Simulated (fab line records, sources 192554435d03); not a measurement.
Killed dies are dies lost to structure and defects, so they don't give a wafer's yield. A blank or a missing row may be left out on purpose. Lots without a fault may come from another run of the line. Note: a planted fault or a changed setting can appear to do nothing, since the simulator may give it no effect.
Lot-split experiment | flow n5-finfet | route with 1938 steps; 7 lots, 39 wafers read

SPLIT DETAILS
At N5_SD_EPI_P_ETCH_36 (etches SiARC in CF4, target depth 45.5 nm, time 75.8 s), the setting bias-w was moved away from the recipe's 36 W on 18 of the 39 wafers read, by -17.8% to +17.6%. This setting was run at the recipe's value on the other wafers.

Reading taken at the split's own step.

THE READING
rf-vpp-V, in V, at N5_SD_EPI_P_ETCH_36 (etches SiARC in CF4, target depth 45.5 nm, time 75.8 s). Typical for fault-free wafers on this fab line: 183.9 V, with standard deviation 1.3 V.

wafer  | tool, chamber at the split | bias-w as run, W | against the recipe | rf-vpp-V, V | against lot-mates on the recipe
L080.1 | rie-diel-02, 0             | 36               | recipe             | 184.9       | -
L080.2 | rie-diel-02, 3             | 41.57            | +15.5%             | 203.9       | +18.9
L080.3 | rie-diel-02, 1             | 41.57            | +15.5%             | 203.2       | +18.2
L080.4 | rie-diel-02, 2             | 36               | recipe             | 183.2       | -
L080.5 | rie-diel-02, 0             | 41.57            | +15.5%             | 199.8       | +14.8
L080.6 | rie-diel-02, 3             | 36               | recipe             | 186.8       | -
L082.1 | rie-diel-06, 1             | 36               | recipe             | 183.9       | -
L082.2 | rie-diel-06, 2             | 29.59            | -17.8%             | 162.9       | -20.6
L082.3 | rie-diel-06, 3             | 29.59            | -17.8%             | 160.7       | -22.8
L082.4 | rie-diel-06, 0             | 36               | recipe             | 184.2       | -
L082.5 | rie-diel-06, 3             | 36               | recipe             | 182.4       | -
L082.6 | rie-diel-06, 0             | 29.59            | -17.8%             | 162.2       | -21.3
L086.2 | rie-diel-03, 1             | 36               | recipe             | 185.2       | -
L086.4 | rie-diel-03, 0             | 36               | recipe             | 182.1       | -
L086.6 | rie-diel-03, 2             | 36               | recipe             | 182.1       | -
L087.1 | rie-diel-03, 1             | 36               | recipe             | 184.7       | -
L087.2 | rie-diel-03, 3             | 36               | recipe             | 185.4       | -
L087.3 | rie-diel-03, 2             | 42.19            | +17.2%             | 203.6       | +19.0
L087.4 | rie-diel-03, 0             | 42.19            | +17.2%             | 203.4       | +18.8
L087.5 | rie-diel-03, 0             | 36               | recipe             | 183.8       | -
L087.6 | rie-diel-03, 3             | 42.19            | +17.2%             | 203.2       | +18.6
L089.1 | rie-diel-02, 3             | 37.93            | +5.4%              | 192.4       | +9.5
L089.2 | rie-diel-02, 0             | 36               | recipe             | 183.3       | -
L089.3 | rie-diel-02, 1             | 37.93            | +5.4%              | 190.2       | +7.3
L089.4 | rie-diel-02, 2             | 36               | recipe             | 183.5       | -
L089.5 | rie-diel-02, 2             | 37.93            | +5.4%              | 190.1       | +7.2
L089.6 | rie-diel-02, 1             | 36               | recipe             | 182.0       | -
L090.1 | rie-diel-06, 0             | 36               | recipe             | 183.4       | -
L090.2 | rie-diel-06, 3             | 42.35            | +17.6%             | 200.8       | +16.6
L090.3 | rie-diel-06, 2             | 42.35            | +17.6%             | 205.1       | +20.9
L090.4 | rie-diel-06, 1             | 42.35            | +17.6%             | 203.9       | +19.7
L090.5 | rie-diel-06, 2             | 36               | recipe             | 184.9       | -
L090.6 | rie-diel-06, 1             | 36               | recipe             | 184.3       | -
L091.1 | rie-diel-03, 0             | 36               | recipe             | 184.2       | -
L091.2 | rie-diel-03, 3             | 38.51            | +7.0%              | 192.7       | +8.5
L091.3 | rie-diel-03, 1             | 36               | recipe             | 185.2       | -
L091.4 | rie-diel-03, 2             | 38.51            | +7.0%              | 191.5       | +7.3
L091.5 | rie-diel-03, 0             | 36               | recipe             | 183.2       | -
L091.6 | rie-diel-03, 3             | 38.51            | +7.0%              | 192.5       | +8.3

THE FIT
A straight line over all 39 wafers: rf-vpp-V changes by +1.17 V for each +1% of bias-w; r = +0.99; the points scatter about the line by 1.4 V.
The same after taking each lot's own level away (the mean of its wafers on the recipe; 39 wafers): +1.14 V for each +1%; r = +0.99; scatter 1.3 V.
That fit puts the effect of the largest move of bias-w on the reading at 20 V.
From 182.93 to 184.97 V: that is the span of the lots' own levels, equal to 1.6 times the standard deviation above.
So the lot-to-lot level changes the slope little: the two slopes agree.
Check: with one of the wafers moved furthest among these (-17.8%) left out of the fit, the line predicts -20.4 V for it against its lot-mates. Against them it came out at -20.6 V.
Tool readings at the split's step, against how far the setting was moved: rf-vpp-V r = +0.99.

THESE WAFERS: OTHER SPLITS
Before the reading, these wafers also passed through other splits. Each is held against what the fit with the lots' levels taken away leaves over:
other split on the same wafers        | wafers away from the commonest value | r with rf-vpp-V (lot level and that fit taken away)
N5_FIN_CUT_CUT_ETCH_15 target-depth-a | 15                                   | +0.10

FILE'S OWN FIT
rf-vpp-V changes by +1.14 V for each +1% of bias-w, r = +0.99.
